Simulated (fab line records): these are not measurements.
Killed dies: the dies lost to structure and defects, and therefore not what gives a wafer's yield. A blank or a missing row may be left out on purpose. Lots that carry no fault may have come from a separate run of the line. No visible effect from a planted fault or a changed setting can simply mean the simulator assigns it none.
A struck lot beside a sound one :: flow n5 finfet :: 19 out of 1938 route steps
Sound: these wafers, L417.4, L417.5, L417.6. Wafers L403.3, L403.4, L403.5 were the ones struck. At the end, the cause is stated.
Per side, at each step with rows, come the tool, then ch with its chambers, and then its first start. Under that, the readings that differ: sound wafers :: struck wafers :: difference of the means :: sigmas: that difference in standard deviations of wafers without a fault.
alike: readings with means less than 2 such deviations apart, plus words and numbers identical on both sides. not compared: withheld readings, readings lacking a value on some wafer, bounds such as >300 that could conceal the same value, and numbers that have no deviation in the record and whose values overlap.
Wherever a step has rows on one side only, a row that says differs or no value, or a row with sigmas, the two part there. When numbers do not overlap yet have no deviation, they are printed without sigmas and do not part them. Lack of a reading on every wafer of one side parts them only where that side has two or more wafers.

first, 8 steps without rows for these wafers: N5_BEOL_M6_CMP_52 (polishes, stops on SiCOH lowk, t overpolish 6.9 s, target thk 80 nm); N5_BEOL_M6_PRE_CLEAN_55 (time 15 s); N5_BEOL_M6_DEP_56 (deposits SiCN from 3MS/NH3, target thk 10 nm, time 17.5 s); N5_BEOL_M7_ILD_DEP_00 (deposits SiCOH lowk from DEMS/porogen, target thk 179.75 nm, time 33.4 s); N5_BEOL_M7_CURE_74 (cures SiCOH lowk, time 240 s); N5_BEOL_M7_PECVD_70 (deposits SiO2 from TEOS/O2, target thk 20 nm, time 22.7 s); N5_BEOL_M7_HM_DEP_02 (deposits TiN, target thk 20 nm); N5_BEOL_M7_COAT_59 (time 60 s, resist thk 100 nm).
N5_BEOL_M7_COAT_60: time 60 s, resist thk 35 nm.
  sound on litho track-03 ch 0, day 15 23:37; struck on litho track-01 ch 0, day 12 00:12
reading: spin speed rpm (rpm)
sound: 1501.0 1498.3 1499.0
struck: 1591.5 1592.7 1591.8
difference: +92.6
sigmas: +84

reading: model.SiARC_of_BEOL_M7_COAT_60.thk nm (nm)
sound: 35 35 35
struck: 34 34 34
difference: -1
sigmas: 
  alike: plate temp C
then, 7 steps without rows for these wafers: N5_BEOL_M7_COAT_05 (resist thk 90 nm); N5_BEOL_M7_EBR_07; N5_BEOL_M7_SOFTBAKE_06 (time 60 s); N5_BEOL_M7_EXPOSE_08 (exposes mask M7); N5_BEOL_M7_PEB_09 (peb time 60 s); N5_BEOL_M7_DEVELOP_10 (develop time 30 s); N5_BEOL_M7_DESCUM_16 (chemistry O2, time 7.9 s).
N5_BEOL_M7_ETCH_61: etches SiARC in CF4, target depth 45.5 nm, time 75.8 s.
  sound on rie diel-06 ch 0,1,2, day 15 23:58; struck on rie diel-01 ch 1,3, day 12 00:42
reading: model.etch.depth nm (nm)
sound: 34.97 34.98 34.98
struck: 33.94 34.05 34.08
difference: -0.95
sigmas: 

reading: model.CAR-ArF_of_BEOL_M7_COAT_05.thk nm (nm)
sound: 51 50.8 50.8
struck: 51.8 51.8 51.4
difference: +0.8
sigmas: 
  alike: drypump motor current A, etch rf on time s, mfc ar sccm, oes product au, rf vpp V, showerhead plenum p Torr, throttle valve pct
  not compared: rf hours counter h
N5_BEOL_M7_ETCH_62: etches SOC in N2/H2, target depth 110 nm, overetch 22 nm, time 165 s.
  sound on rie diel-06 ch 0,1,2, day 16 00:02; struck on rie diel-01 ch 1,3, day 12 00:45
reading: model.SiARC_of_BEOL_M7_COAT_60.thk nm (nm)
sound: 28 28.2 28.2
struck: 27.2 27.4 27.4
difference: -0.8
sigmas: 
  alike: drypump motor current A, oes product au, rf vpp V, showerhead plenum p Torr, throttle valve pct
  not compared: rf hours counter h
then, 1 step without rows for these wafers: N5_BEOL_M7_STRIP_68 (strips in N2/H2).

== WHERE THEY PART ==
At N5_BEOL_M7_COAT_60 and nowhere else, as far as this record goes. Later steps at which nothing parts them and some readings are alike: N5_BEOL_M7_ETCH_61, N5_BEOL_M7_ETCH_62.

WHY: the cause the simulator had injected
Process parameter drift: litho track-01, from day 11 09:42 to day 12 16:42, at N5_BEOL_M7_COAT_60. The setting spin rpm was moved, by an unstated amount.
